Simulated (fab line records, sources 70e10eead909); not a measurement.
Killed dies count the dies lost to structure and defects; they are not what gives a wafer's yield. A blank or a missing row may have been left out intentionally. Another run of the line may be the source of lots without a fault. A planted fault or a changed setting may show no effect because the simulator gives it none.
Chamber matching | flow nand-harc | NHARC_A_BLC_DESCUM_15 on rie-diel-07 has 4 sister chambers
The step chemistry O2, time 3 s. 18 wafers are shown with their chamber, then 9 later ones without.

== WAFERS WITH THEIR CHAMBER ==
wafer  | chamber | showerhead-plenum-p-Torr (Torr) | drypump-motor-current-A (A) | oes-product-au (a.u.)
L077.1 | 1       | 1.82                            | 6.3                         | 0.988
L077.5 | 1       | 1.82                            | 6.4                         | 0.997
L077.6 | 2       | 1.89                            | 5.7                         | 1.000
L081.4 | 0       | 1.80                            | 5.3                         | 1.024
L081.5 | 0       | 1.80                            | 5.3                         | 1.015
L081.6 | 3       | 1.79                            | 5.0                         | 1.004
L083.2 | 2       | 1.89                            | 5.7                         | 1.000
L083.4 | 3       | 1.79                            | 5.0                         | 1.014
L083.6 | 1       | 1.82                            | 6.3                         | 1.011
L082.2 | 0       | 1.80                            | 5.3                         | 1.014
L082.4 | 1       | 1.82                            | 6.4                         | 1.020
L082.5 | 3       | 1.80                            | 5.0                         | 1.002
L090.1 | 1       | 1.82                            | 6.4                         | 0.991
L090.5 | 0       | 1.80                            | 5.4                         | 1.012
L090.6 | 3       | 1.79                            | 5.0                         | 0.999
L091.2 | 2       | 1.89                            | 5.7                         | 1.002
L091.4 | 3       | 1.79                            | 5.0                         | 0.987
L091.6 | 2       | 1.89                            | 5.7                         | 1.000

SIGNATURES (means of the wafers above)
reading                  | chamber 0 | chamber 1 | chamber 2 | chamber 3 | scatter within a chamber
showerhead-plenum-p-Torr | 1.8000    | 1.8200    | 1.8900    | 1.7920    | 0.00239
drypump-motor-current-A  | 5.325     | 6.360     | 5.700     | 5.000     | 0.0373
oes-product-au           | 1.01625   | 1.00140   | 1.00050   | 1.00120   | 0.0093
Rule: a wafer lies at a distance from a chamber equal to the root of the sum of squares, over the readings, of (its reading less the chamber's mean, divided by the reading's scatter). The wafer belongs to the nearest chamber; if the next one is less than 2 further off, it can't be placed. The scatter: the root of (the sum of the squares of (reading less its chamber's mean) over the shown wafers, divided by (wafers less chambers)).

== WAFERS WITH NO CHAMBER GIVEN ==
wafer  | showerhead-plenum-p-Torr (Torr) | drypump-motor-current-A (A) | oes-product-au (a.u.)
L093.1 | 1.89                            | 5.7                         | 1.003
L093.2 | 1.80                            | 5.3                         | 1.018
L093.4 | 1.82                            | 6.3                         | 1.008
L094.2 | 1.79                            | 5.0                         | 0.999
L094.5 | 1.89                            | 5.7                         | 0.998
L094.6 | 1.79                            | 5.0                         | 0.986
L095.3 | 1.79                            | 5.0                         | 1.005
L095.5 | 1.82                            | 6.3                         | 0.999
L095.6 | 1.80                            | 5.3                         | 1.005

== CHAMBER TAKEN BY EACH ==
wafer  | from the rows above | in truth
L093.1 | 2                   | 2
L093.2 | 0                   | 0
L093.4 | 1                   | 1
L094.2 | 3                   | 3
L094.5 | 2                   | 2
L094.6 | 3                   | 3
L095.3 | 3                   | 3
L095.5 | 1                   | 1
L095.6 | 0                   | 0
Correctly placed: 9 of 9. Not placeable from these rows: 0. 0 placed wrongly.
